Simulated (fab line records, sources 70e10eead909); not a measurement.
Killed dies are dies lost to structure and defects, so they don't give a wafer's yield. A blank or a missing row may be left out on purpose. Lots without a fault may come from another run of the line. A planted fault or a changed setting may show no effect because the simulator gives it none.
A struck lot beside a sound one | flow nand_harc | 15 steps out of a route of 1302
Sound: wafers L899.1, L899.5, L899.6. Struck: wafer L906.3. (L906.1, L906.4 of the same lot were not struck and are left out.) The cause comes at the end.
At each step with rows: each side's tool, then ch and its chambers, then its first start. Under that, the readings that differ: sound wafers | struck wafers | difference of the means | sigmas: that difference in standard deviations of wafers without a fault.
alike: readings whose means differ by less than 2 such deviations, and words and numbers that are the same on both sides. not compared: withheld readings, readings that some wafer has no value for, bounds like >300 that may hide the same value, and numbers for which the record gives no deviation and whose values overlap.
The two part at a step that has a row with sigmas, a row that says differs or no value, or rows on one side only. Numbers that don't overlap but have no deviation are shown without sigmas and don't part them. A reading that every wafer of one side lacks parts them only if that side has two wafers or more.

first, 7 steps without rows for these wafers: NHARC_A_CHANNEL_HOLE_D1_COAT_37 (time 65 s); NHARC_A_CHANNEL_HOLE_D1_COAT_04 (resist thk 90 nm); NHARC_A_CHANNEL_HOLE_D1_SOFTBAKE_05 (time 55 s); NHARC_A_CHANNEL_HOLE_D1_EBR_06; NHARC_A_CHANNEL_HOLE_D1_EXPOSE_07 (exposes mask HOLE D1, target cd 100 nm); NHARC_A_CHANNEL_HOLE_D1_PEB_08 (peb time 65 s); NHARC_A_CHANNEL_HOLE_D1_DEVELOP_09 (develop time 35 s).
NHARC_A_CHANNEL_HOLE_D1_CD_MEAS_10: target cd 100 nm.
  sound on cd_sem-02 ch 0, day 12 02:54; struck on cd_sem-02 ch 0, day 15 06:04
  alike: cd_nm
NHARC_A_CHANNEL_HOLE_D1_OVL_MEAS_11:
  sound on overlay-01, day 12 02:59; struck on overlay-01, day 15 06:10
  alike: overlay_x_nm, overlay_y_nm
NHARC_A_CHANNEL_HOLE_D1_INSPECT_12:
  sound on defect_inspect-01, day 12 03:01; struck on defect_inspect-01, day 15 06:11
  reading          | sound    | struck | difference | sigmas
  raw_defect_count | 13 11 12 | 5      | -7         | -2
NHARC_A_CHANNEL_HOLE_D1_DESCUM_15: chemistry O2, time 3 s.
  sound on rie_diel-10 ch 0,2, day 12 03:05; struck on rie_diel-10 ch 3, day 15 06:15
  alike: drypump_motor_current_A, mfc_ar_sccm, oes_product_au, rf_vpp_V, showerhead_plenum_p_Torr, throttle_valve_pct
  not compared: rf_hours_counter_h
NHARC_A_CHANNEL_HOLE_D1_ETCH_38: etches the open film in CF4, target depth 39 nm, time 65 s.
  sound on rie_diel-10 ch 0,2, day 12 03:12; struck on rie_diel-10 ch 3, day 15 06:20
  reading                         | sound             | struck | difference | sigmas
  rf_vpp_V (V)                    | 153.4 150.9 153.7 | 148.3  | -4.4       | -3
  showerhead_plenum_p_Torr (Torr) | 1.89 1.85 1.89    | 1.71   | -0.17      | -2
  alike: drypump_motor_current_A, mfc_ar_sccm, oes_product_au, throttle_valve_pct
  not compared: rf_hours_counter_h
NHARC_A_CHANNEL_HOLE_D1_ETCH_39: etches the open film in N2/H2, target depth 260 nm, time 325 s.
  sound on rie_diel-10 ch 0,2, day 12 03:19; struck on rie_diel-10 ch 0, day 15 06:26
  reading               | sound             | struck | difference | sigmas
  oes_product_au (a.u.) | 1.000 0.998 0.999 | 0.857  | -0.142     | -20
  alike: drypump_motor_current_A, mfc_ar_sccm, rf_vpp_V, showerhead_plenum_p_Torr, throttle_valve_pct
  not compared: rf_hours_counter_h
NHARC_A_CHANNEL_HOLE_D1_ETCH_34: etches the open film in CF4/CHF3, target depth 154 nm, time 77 s.
  sound on rie_diel-10 ch 0,2,3; struck on rie_diel-10 ch 2
  reading               | sound             | struck | difference | sigmas
  oes_product_au (a.u.) | 0.955 0.968 0.966 | 0.916  | -0.047     | -2
  alike: drypump_motor_current_A, mfc_ar_sccm, rf_vpp_V, showerhead_plenum_p_Torr, throttle_valve_pct
  not compared: rf_hours_counter_h
-- the record jumps here: 16 days lie between the struck wafers' starts before and after (it left off in module A_CHANNEL_HOLE_D1 and takes up again in module END, whose first step shown is number 1302 of the route) --
NHARC_END_SORT_01:
  sound on prober-02 ch 0, day 27 20:35; struck on prober-02 ch 0, day 31 17:47
  reading         | sound    | struck | difference | sigmas
  killed_at_array | 57 52 53 | 130    | +76        | +4
  killed_dies     | 62 54 56 | 135    | +78        | +4
  alike: killed_at_other, killed_at_periphery, killed_open, killed_short

WHERE THEY PART
First at NHARC_A_CHANNEL_HOLE_D1_INSPECT_12; last, within this record, at NHARC_END_SORT_01.

WHY: what the simulator had put in
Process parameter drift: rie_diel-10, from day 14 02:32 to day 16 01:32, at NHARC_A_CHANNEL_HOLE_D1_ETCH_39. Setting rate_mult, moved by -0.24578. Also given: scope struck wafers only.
